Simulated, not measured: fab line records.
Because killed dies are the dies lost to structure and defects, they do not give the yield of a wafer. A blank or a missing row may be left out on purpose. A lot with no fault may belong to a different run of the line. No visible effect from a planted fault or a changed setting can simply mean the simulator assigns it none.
What tool caused it? + flow n5-finfet + 72 wafers from 24 lots sampled at 3 of the route's 1938 steps

## WHAT THE GAUGES READ, wafer by wafer
N5_BEOL_M13_RS_MEAS_54: the measuring method here is four-point-probe. Usual: M13_RS 0.0450 ohm/sq, standard deviation 0.00085.
| lot  | measured     | on            | M13_RS (ohm/sq)      | flag |
|------|--------------|---------------|----------------------|------|
| L074 | day 11 01:19 | film-metro-01 | 0.0429 0.0440 0.0444 |      |
| L077 | day 12 00:26 | film-metro-01 | 0.0445 0.0441 0.0449 |      |
| L076 | day 12 02:19 | film-metro-02 | 0.0459 0.0443 0.0448 |      |
| L075 | day 12 07:29 | film-metro-02 | 0.0446 0.0449 0.0447 |      |
| L078 | day 12 18:40 | film-metro-02 | 0.0451 0.0459 0.0452 |      |
| L080 | day 13 11:13 | film-metro-01 | 0.0445 0.0451 0.0455 |      |
| L082 | day 13 15:41 | film-metro-02 | 0.0450 0.0441 0.0445 |      |
| L079 | day 13 16:40 | film-metro-02 | 0.0433 0.0442 0.0431 |      |
| L081 | day 13 19:08 | film-metro-01 | 0.0447 0.0454 0.0454 |      |
| L083 | day 13 19:43 | film-metro-01 | 0.0452 0.0457 0.0461 |      |
| L085 | day 14 18:25 | film-metro-02 | 0.0454 0.0467 0.0460 |      |
| L084 | day 14 19:27 | film-metro-02 | 0.0455 0.0442 0.0455 |      |
| L086 | day 15 05:05 | film-metro-02 | 0.0435 0.0457 0.0437 |      |
| L089 | day 15 06:59 | film-metro-01 | 0.0441 0.0449 0.0455 |      |
| L087 | day 15 07:28 | film-metro-01 | 0.0465 0.0450 0.0464 |      |
| L088 | day 15 08:37 | film-metro-01 | 0.0442 0.0446 0.0447 |      |
| L090 | day 15 10:11 | film-metro-01 | 0.0456 0.0465 0.0452 |      |
| L091 | day 15 19:04 | film-metro-01 | 0.0453 0.0455 0.0452 |      |
| L092 | day 16 06:39 | film-metro-01 | 0.0467 0.0466 0.0455 |      |
| L093 | day 16 18:35 | film-metro-01 | 0.0457 0.0446 0.0461 |      |
| L095 | day 17 08:52 | film-metro-02 | 0.0445 0.0429 0.0453 |      |
| L094 | day 17 12:29 | film-metro-01 | 0.0451 0.0459 0.0453 |      |
| L096 | day 17 15:19 | film-metro-01 | 0.0447 0.0449 0.0452 |      |
| L097 | day 18 05:43 | film-metro-01 | 0.0448 0.0462 0.0462 |      |

N5_BEOL_M14_CD_MEAS_10 targets a cd of 250 nm. Usual: 249.7 nm for cd-nm, sd 1.8.
| lot  | measured     | on        | cd-nm (nm)        | flag |
|------|--------------|-----------|-------------------|------|
| L074 | day 11 02:00 | cd-sem-01 | 248.3 248.1 249.1 |      |
| L077 | day 12 00:59 | cd-sem-03 | 252.3 250.0 250.1 |      |
| L076 | day 12 02:57 | cd-sem-01 | 251.5 248.5 249.9 |      |
| L075 | day 12 08:03 | cd-sem-03 | 251.6 248.9 249.1 |      |
| L078 | day 12 19:21 | cd-sem-01 | 249.2 250.4 247.8 |      |
| L080 | day 13 11:51 | cd-sem-03 | 250.8 250.2 251.5 |      |
| L082 | day 13 16:22 | cd-sem-03 | 248.5 248.4 249.2 |      |
| L079 | day 13 17:21 | cd-sem-03 | 249.4 248.5 246.9 |      |
| L081 | day 13 19:49 | cd-sem-01 | 247.9 249.3 248.8 |      |
| L083 | day 13 20:24 | cd-sem-03 | 248.1 246.5 247.5 |      |
| L085 | day 14 19:05 | cd-sem-01 | 251.4 249.8 250.9 |      |
| L084 | day 14 20:01 | cd-sem-01 | 252.1 248.3 251.3 |      |
| L086 | day 15 05:39 | cd-sem-01 | 252.2 250.2 251.0 |      |
| L089 | day 15 07:40 | cd-sem-02 | 250.5 250.6 254.1 |      |
| L087 | day 15 08:14 | cd-sem-02 | 247.3 252.0 250.0 |      |
| L088 | day 15 09:10 | cd-sem-02 | 250.3 249.4 251.9 |      |
| L090 | day 15 10:45 | cd-sem-03 | 248.3 247.0 245.6 |      |
| L091 | day 15 19:45 | cd-sem-02 | 249.2 248.4 251.6 |      |
| L092 | day 16 07:20 | cd-sem-02 | 249.1 249.8 252.1 |      |
| L093 | day 16 19:08 | cd-sem-03 | 250.2 246.5 248.3 |      |
| L095 | day 17 09:38 | cd-sem-02 | 252.9 250.2 252.5 |      |
| L094 | day 17 13:12 | cd-sem-02 | 249.0 251.0 251.6 |      |
| L096 | day 17 16:00 | cd-sem-03 | 249.5 252.5 249.8 |      |
| L097 | day 18 06:17 | cd-sem-01 | 246.7 249.7 249.8 |      |

N5_BEOL_M14_OVL_MEAS_11. Usual: V13_OVL 3 nm, standard deviation 5.5.
| lot  | measured     | on         | V13_OVL (nm) | flag |
|------|--------------|------------|--------------|------|
| L074 | day 11 02:02 | overlay-01 | 3 1 2        |      |
| L077 | day 12 01:01 | overlay-01 | 7 5 -2       |      |
| L076 | day 12 02:59 | overlay-01 | 4 -2 4       |      |
| L075 | day 12 08:04 | overlay-02 | -2 3 -4      |      |
| L078 | day 12 19:23 | overlay-01 | 1 7 5        |      |
| L080 | day 13 11:53 | overlay-01 | -6 2 7       |      |
| L082 | day 13 16:24 | overlay-01 | 0 -2 -3      |      |
| L079 | day 13 17:23 | overlay-02 | 0 -1 -4      |      |
| L081 | day 13 19:51 | overlay-01 | 5 4 8        |      |
| L083 | day 13 20:26 | overlay-01 | -1 -2 -3     |      |
| L085 | day 14 19:07 | overlay-02 | 14 5 8       |      |
| L084 | day 14 20:02 | overlay-01 | 2 12 7       |      |
| L086 | day 15 05:41 | overlay-02 | 1 2 7        |      |
| L089 | day 15 07:42 | overlay-01 | 9 10 13      |      |
| L087 | day 15 08:16 | overlay-02 | 7 -1 11      |      |
| L088 | day 15 09:12 | overlay-01 | -5 -7 -9     |      |
| L090 | day 15 10:47 | overlay-02 | 8 11 8       |      |
| L091 | day 15 19:47 | overlay-02 | 1 -1 -1      |      |
| L092 | day 16 07:22 | overlay-02 | 3 9 4        |      |
| L093 | day 16 19:10 | overlay-02 | 8 5 6        |      |
| L095 | day 17 09:40 | overlay-02 | 13 5 9       |      |
| L094 | day 17 13:14 | overlay-02 | 5 1 4        |      |
| L096 | day 17 16:02 | overlay-01 | -6 -1 8      |      |
| L097 | day 18 06:18 | overlay-02 | 1 14 8       |      |

## WHAT TOOL EACH LOT RAN ON (gives the tool, then ch and the chambers of the sampled wafers, and finally the start)
The record shows no process step preceding these readings.

## AS READ BY THE TOOLS THEMSELVES (means over the sampled wafers that have a number; for cases with no such wafer, the mark the record gives instead)
The record holds no such reading with a usual standard deviation.

## THE ANSWER, worked out from the rows above alone
Rule: a lot counts as off when the mean over its wafers that have a number is more than 3 standard deviations away from the usual mean. Also off: a lot with no number at a reading for which 4 or more lots have one. Where the step has rows for the other lots, those lots are counted as sound. The gauges are gone through in route order, then the tools' own readings, and for those a lot's mean is taken as printed above. The first step at which some lot is off is used, and at that step the reading that is off furthest; a lot without a number counts as furthest.
Nothing can be told from this: no lot is off at any reading shown.

## WHAT THE SIMULATOR HAD INSERTED
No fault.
